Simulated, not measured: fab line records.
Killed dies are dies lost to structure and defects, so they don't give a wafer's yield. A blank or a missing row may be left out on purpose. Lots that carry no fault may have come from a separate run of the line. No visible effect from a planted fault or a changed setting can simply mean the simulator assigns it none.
Matching of chambers | flow n5 finfet | rie diel-02 running N5_BEOL_M0_ETCH_109: 4 sister chambers
The step etches SiCN in CH3F/O2, target depth 8 nm, overetch 2.4 nm, time 27.4 s. 4 wafers are shown with their chamber, then 8 later ones without.

## EACH WAFER AND ITS CHAMBER
wafer  | chamber | drypump motor current A (A)
L085.6 | 2       | 5.5
L093.1 | 0       | 5.6
L093.4 | 3       | 5.6
L092.1 | 1       | 6.7

## WAFERS WHOSE CHAMBER IS MISSING
wafer  | drypump motor current A (A)
L092.4 | 5.6
L092.5 | 5.6
L094.3 | 6.6
L094.5 | 6.7
L094.6 | 5.5
L096.1 | 6.6
L096.3 | 5.5
L096.4 | 5.5

## THE CHAMBER EACH PASSED THROUGH
wafer  | from the rows above          | in truth
L092.4 | can't be placed: 0 or 3 or 2 | 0
L092.5 | can't be placed: 0 or 3 or 2 | 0
L094.3 | 1                            | 1
L094.5 | 1                            | 1
L094.6 | can't be placed: 2 or 0 or 3 | 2
L096.1 | 1                            | 1
L096.3 | can't be placed: 2 or 0 or 3 | 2
L096.4 | can't be placed: 2 or 0 or 3 | 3
Placed correctly: 3 of 8. Can't be placed from these rows: 5 (the true chamber is among the candidates in 5). Wrongly placed: 0.
How it was worked out, from the rows above alone: a wafer's distance from a chamber is the root of the sum, over the readings, of the square of ((its reading less the chamber's mean) divided by the reading's scatter). If the next closest chamber is less than 2 further off than the closest, the wafer can't be placed; otherwise it belongs to the closest. Each chamber's mean is taken over the wafers shown for it. The scatter (one wafer shown for each chamber): square how far every hidden wafer sits from the nearest shown wafer, average those squares and take the square root.
